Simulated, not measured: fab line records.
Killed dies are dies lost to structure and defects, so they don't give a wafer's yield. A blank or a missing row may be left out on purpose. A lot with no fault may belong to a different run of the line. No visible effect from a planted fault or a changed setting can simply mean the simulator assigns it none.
8D (eight disciplines) problem report, filled in by code | flow nand-harc | the parts of the form that need people (team, actions taken, sign-off) are left out

## 1. WHAT IS WRONG
Wafers without a fault read 28 s, standard deviation 3.6; time-to-endpoint-s at NHARC_P_M0_CMP_23 reads a mean of 11 s on 3 wafers belonging to 2 lots. Measured from the usual mean, that is -4.7 standard deviations.
The step: polishes, t overpolish 20 s, target thk 117.54 nm.
Seen first at day 7 18:37 on cmp-04, wafer L915.4. At this step, 39 wafers from 13 lots have a number in the record. The rule behind "out" and "out of limits": a value lying over 4 standard deviations away from the usual mean. Any other wafer with a number is counted as sound.

## 2. WHAT IT IS; WHAT IT IS NOT
question                    | is                     | is not
which readings at this step | time-to-endpoint-s     | motor-current-A
which lots                  | L915, L918             | L912, L913, L914, L917, L925, L927, L928, L930, L931, L932, L933
which wafers of those lots  | L915.4, L918.4, L918.5 | L915.2, L915.3, L918.6
read on which tools         | cmp-04                 | cmp-01, cmp-02
when                        | from day 7 18:37       | up to then (11 sound wafers); but 25 sound wafers of L917, L918, L925, L927, L928, L930, L931, L932, L933 came after

## 3. SUSPECTS, AND WHAT RULES EACH OUT
Counting: any tool at a process step up to the reading remains a suspect provided it ran every lot that is out. Sound lots after the first of them don't rule it out here, since some wafers of a struck lot are sound.
- rie-diel-12 at NHARC_P_M0_ETCH_15 (etches the open film in C4F8/Ar, target depth 150 nm, overetch 15 nm, time 82.5 s): kept. It ran every lot that is out, first L915 (day 7 17:55); its last sound lot up to then is L914 (day 7 14:13). NHARC_P_M0_ETCH_15: start missing for some lots; hours and lot order therefore follow NHARC_P_M0_ECD_22.
- ecd-cu-02 at NHARC_P_M0_ECD_22 (material Cu, target thk 400 nm): kept. It ran every lot that is out, first L915 (day 7 17:55); its last sound lot up to then is L914 (day 7 14:13).
- cmp-04 at NHARC_P_M0_CMP_23 (polishes, t overpolish 20 s, target thk 117.54 nm): kept. It ran every lot that is out, first L915 (day 7 18:37); its last sound lot up to then is L914 (day 7 14:57). Out on those wafers are its own readings of time-to-endpoint-s.
The count leaves rie-diel-12 at NHARC_P_M0_ETCH_15, ecd-cu-02 at NHARC_P_M0_ECD_22, and cmp-04 at NHARC_P_M0_CMP_23.

## 4. THE CAUSE (what the simulator had put in)
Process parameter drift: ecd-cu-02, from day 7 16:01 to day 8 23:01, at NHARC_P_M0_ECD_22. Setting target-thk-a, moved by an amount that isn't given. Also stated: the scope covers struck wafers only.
Counting leaves 3 suspects; this tool is one of them.

## 5. THE EFFECT CHAIN, in route order
One row per reading whose mean, taken over the struck wafers that have a number, lies over 3 standard deviations from the usual. Only readings whose record carries a usual standard deviation are examined. hours: median over the lots of the time between each lot's start at the first step of this table that gives one and its start at this step. sigmas: the change, counted in usual standard deviations.
hours | step              | reading            | usual | on struck wafers | change | sigmas
0     | NHARC_P_M0_CMP_23 | time-to-endpoint-s | 28 s  | 11               | -17    | -4.7
It contains these process steps:
- NHARC_P_M0_CMP_23: polishes, t overpolish 20 s, target thk 117.54 nm.

## 6. WHAT WOULD HAVE CAUGHT IT SOONER
First out-of-limits reading in this record: day 7 18:37, which is 3 hours after fault onset at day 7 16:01.
Among the 2 lots that are out, L918 began NHARC_P_M0_ECD_22 on ecd-cu-02 after day 7 18:37. Had the tool been put on hold then, it would have been spared.
